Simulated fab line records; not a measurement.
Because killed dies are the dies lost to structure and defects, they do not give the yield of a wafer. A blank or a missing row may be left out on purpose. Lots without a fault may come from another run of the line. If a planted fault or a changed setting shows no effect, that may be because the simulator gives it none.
A lot that was struck, set against a sound lot | flow n5-finfet | 16 out of 1938 route steps
Sound: wafers L585.2, L585.3, L585.4. Struck: wafer L592.6 (left out: L592.2, L592.3 of the same lot, which were not struck); the cause appears at the end.
At each step with rows: each side's tool, then ch and its chambers, then its first start. Under that, the readings that differ: sound wafers | struck wafers | difference of the means | sigmas: that difference in standard deviations of wafers without a fault.
alike: words and numbers the same on both sides, and readings whose means are apart by under 2 such deviations; not compared: readings that were withheld, readings missing a value for some wafer, numbers with overlapping values and no deviation given by the record, and bounds like >300 which may hide the same value.
The two part at a step that has a row with sigmas, a row that says differs or no value, or rows on one side only. Numbers that don't overlap but have no deviation are shown without sigmas and don't part them. Lack of a reading on every wafer of one side parts them only where that side has two or more wafers.

N5_BEOL_M4_STRIP_36: strips in N2/H2.
  sound on rie-diel-01 ch 0,1,3, day 8 19:14; struck on rie-diel-04 ch 1, day 10 09:52
  reading                | sound          | struck | difference | sigmas
  throttle-valve-pct (%) | 24.4 23.8 23.8 | 23.2   | -0.8       | -3
  alike: drypump-motor-current-A, oes-product-au, rf-vpp-V, showerhead-plenum-p-Torr
  not compared: rf-hours-counter-h
N5_BEOL_M4_TRENCH_ETCH_37: etches SiOC in C4F6/O2, target depth 55.555 nm, time 29.2 s.
  sound: rie-diel-01 ch 0,1,3; struck: rie-diel-04 ch 1
  alike: C4F6_flow_sccm, drypump-motor-current-A, oes-product-au, rf-vpp-V, showerhead-plenum-p-Torr, throttle-valve-pct
  not compared: rf-hours-counter-h
N5_BEOL_M4_ETCH_41: etches SiCN in CH3F/O2, target depth 29.9 nm, time 52.5 s.
  sound: rie-diel-01 ch 0,1,3; struck: rie-diel-04 ch 1
  alike: drypump-motor-current-A, oes-product-au, rf-vpp-V, showerhead-plenum-p-Torr, throttle-valve-pct
  not compared: rf-hours-counter-h
N5_BEOL_M4_STRIP_97: strips in N2/H2, time 10 s.
  sound: rie-diel-01 ch 0,1,3; struck: rie-diel-04 ch 1
  reading                | sound          | struck | difference | sigmas
  throttle-valve-pct (%) | 24.3 23.8 23.8 | 23.2   | -0.8       | -3
  alike: drypump-motor-current-A, oes-product-au, rf-vpp-V, showerhead-plenum-p-Torr
  not compared: rf-hours-counter-h
N5_BEOL_M4_OCD_MEAS_38:
  sound: ocd-02 at day 8 19:26; struck: ocd-02 at day 10 10:04
  alike: trench-depth-nm
then, 4 steps without rows for these wafers: N5_BEOL_M4_HM_STRIP_39 (strips TiN in peroxide tin strip, target depth 25 nm, time 158 s); N5_BEOL_M4_SRD_40 (time 30 s); N5_BEOL_M4_PRECLEAN_42 (cleans in residue remover, time 60 s); N5_BEOL_M4_SRD_43 (time 30 s).
N5_BEOL_M4_CD_MEAS_35: target cd 18 nm, target cd y 22.4 nm.
  sound: cd-sem-03 at day 8 19:36; struck: cd-sem-02 at day 10 10:13
  alike: cd-nm
then, 2 steps without rows for these wafers: N5_BEOL_M4_DEGAS_44 (time 60 s); N5_BEOL_M4_PRE_CLEAN_45 (time 30 s).
N5_BEOL_M4_ALD_84: deposits TaN, pulse time 2 s, purge time 3 s, co reactant purge time 2 s.
  sound on ald-metal-01 ch 0,1,3, day 8 20:06; struck on ald-metal-01 ch 0, day 10 11:09
  reading    | sound    | struck | difference | sigmas
  ald-cycles | 30 30 30 | 36     | +6         |
  alike: heater-power-w
  not compared: model.TaN_of_BEOL_M4_ALD_84.thk-nm
N5_BEOL_M4_SURFACE_TREAT_85:
  sound: pvd-sputter-02 at day 8 21:18; struck: pvd-sputter-01 at day 10 11:22
  not compared: throttle-valve-pct
N5_BEOL_M4_RC_MEAS_101:
  sound on prober-01 ch 0, day 9 00:53; struck on prober-01 ch 0, day 10 14:39
  reading       | sound          | struck | difference | sigmas
  DIBL_N (mV/V) | 35.1 29.7 32.0 | 36.8   | +4.5       | +2
  VT_P (mV)     | -254 -259 -257 | -249   | +8         | +2
  alike: DIBL_P, IOFF_N, IOFF_P, ION_N, ION_P, SS_N, SS_P, VT_N
-- record jumps: 4 days separate the struck wafers' starts on either side; left off in module BEOL_M4, taken up again in module PASSIVATION, whose first shown step is the route's number 1936 --
N5_PASSIVATION_PROBE_49:
  rows exist in the record for the struck wafers here (prober-01, day 15 01:37), but not for the sound ones

== WHERE THEY PART ==
First at N5_BEOL_M4_STRIP_36; last, within this record, at N5_PASSIVATION_PROBE_49.

WHY: what the simulator had put in
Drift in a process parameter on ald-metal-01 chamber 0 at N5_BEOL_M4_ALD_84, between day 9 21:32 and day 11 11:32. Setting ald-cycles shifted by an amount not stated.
